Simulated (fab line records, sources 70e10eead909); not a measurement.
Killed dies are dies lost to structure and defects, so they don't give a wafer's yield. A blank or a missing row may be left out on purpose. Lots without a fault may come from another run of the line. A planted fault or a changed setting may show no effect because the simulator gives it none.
Chamber matching | flow nand_harc | NHARC_A_STAIRCASE_ETCH_444 on rie_diel-05: 4 sister chambers
The step etches the open film in C4F8/O2, target depth 10200 nm, time 3400 s. 20 wafers are shown with their chamber, then 10 later ones without.

WAFERS WITH THEIR CHAMBER
wafer  | chamber | rf_vpp_V (V) | rf_fwd_power_W (W) | oes_product_au (a.u.)
L074.1 | 0       | 804          | 600.6              | 0.916
L074.3 | 1       | 801          | 599.3              | 0.923
L074.4 | 2       | 813          | 602.2              | 0.923
L077.1 | 1       | 801          | 601.5              | 0.934
L077.5 | 0       | 804          | 598.3              | 0.915
L077.6 | 1       | 803          | 599.3              | 0.929
L081.1 | 3       | 803          | 598.2              | 0.919
L081.2 | 2       | 811          | 599.1              | 0.912
L081.4 | 0       | 804          | 600.1              | 0.919
L085.2 | 3       | 802          | 599.8              | 0.913
L085.3 | 0       | 805          | 600.5              | 0.913
L085.6 | 1       | 802          | 601.7              | 0.916
L087.2 | 3       | 802          | 600.7              | 0.942
L087.4 | 1       | 801          | 602.1              | 0.968
L087.5 | 2       | 810          | 595.8              | 0.950
L088.3 | 0       | 803          | 597.3              | 0.969
L088.5 | 2       | 812          | 600.5              | 0.958
L088.6 | 3       | 800          | 599.4              | 0.959
L090.1 | 3       | 802          | 597.3              | 0.929
L090.3 | 2       | 811          | 602.6              | 0.952

SIGNATURES (means of the wafers above)
reading        | chamber 0 | chamber 1 | chamber 2 | chamber 3 | scatter within a chamber
rf_vpp_V       | 804.00    | 801.60    | 811.40    | 801.80    | 0.975
rf_fwd_power_W | 599.360   | 600.780   | 600.040   | 599.080   | 1.83
oes_product_au | 0.92640   | 0.93400   | 0.93900   | 0.93240   | 0.0208
Rule: a wafer's distance from a chamber is the root of the sum, over the readings, of the square of ((its reading less the chamber's mean) divided by the reading's scatter). The wafer belongs to the nearest chamber; if the next one is less than 2 further off, it can't be placed. The scatter: the root of (the sum of the squares of (reading less its chamber's mean) over the shown wafers, divided by (wafers less chambers)).

WAFERS WITHOUT THEIR CHAMBER
wafer  | rf_vpp_V (V) | rf_fwd_power_W (W) | oes_product_au (a.u.)
L090.6 | 800          | 600.8              | 0.936
L092.2 | 804          | 599.8              | 0.917
L092.5 | 802          | 599.8              | 0.914
L092.6 | 802          | 599.8              | 0.917
L095.1 | 802          | 597.7              | 0.921
L095.2 | 804          | 601.6              | 0.923
L095.6 | 811          | 594.6              | 0.927
L097.2 | 802          | 599.7              | 0.927
L097.5 | 801          | 600.9              | 0.914
L097.6 | 803          | 600.6              | 0.924

WHICH CHAMBER EACH WENT THROUGH
wafer  | from the rows above          | in truth
L090.6 | can't be placed: 1 or 3      | 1
L092.2 | can't be placed: 0 or 3      | 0
L092.5 | can't be placed: 3 or 1 or 0 | 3
L092.6 | can't be placed: 3 or 1 or 0 | 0
L095.1 | can't be placed: 3 or 1 or 0 | 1
L095.2 | can't be placed: 0 or 1 or 3 | 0
L095.6 | 2                            | 2
L097.2 | can't be placed: 3 or 1 or 0 | 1
L097.5 | can't be placed: 1 or 3      | 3
L097.6 | can't be placed: 0 or 1 or 3 | 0
Placed correctly: 1 of 10. Can't be placed from these rows: 9 (the true chamber is among the candidates in 9). Placed wrongly: 0.
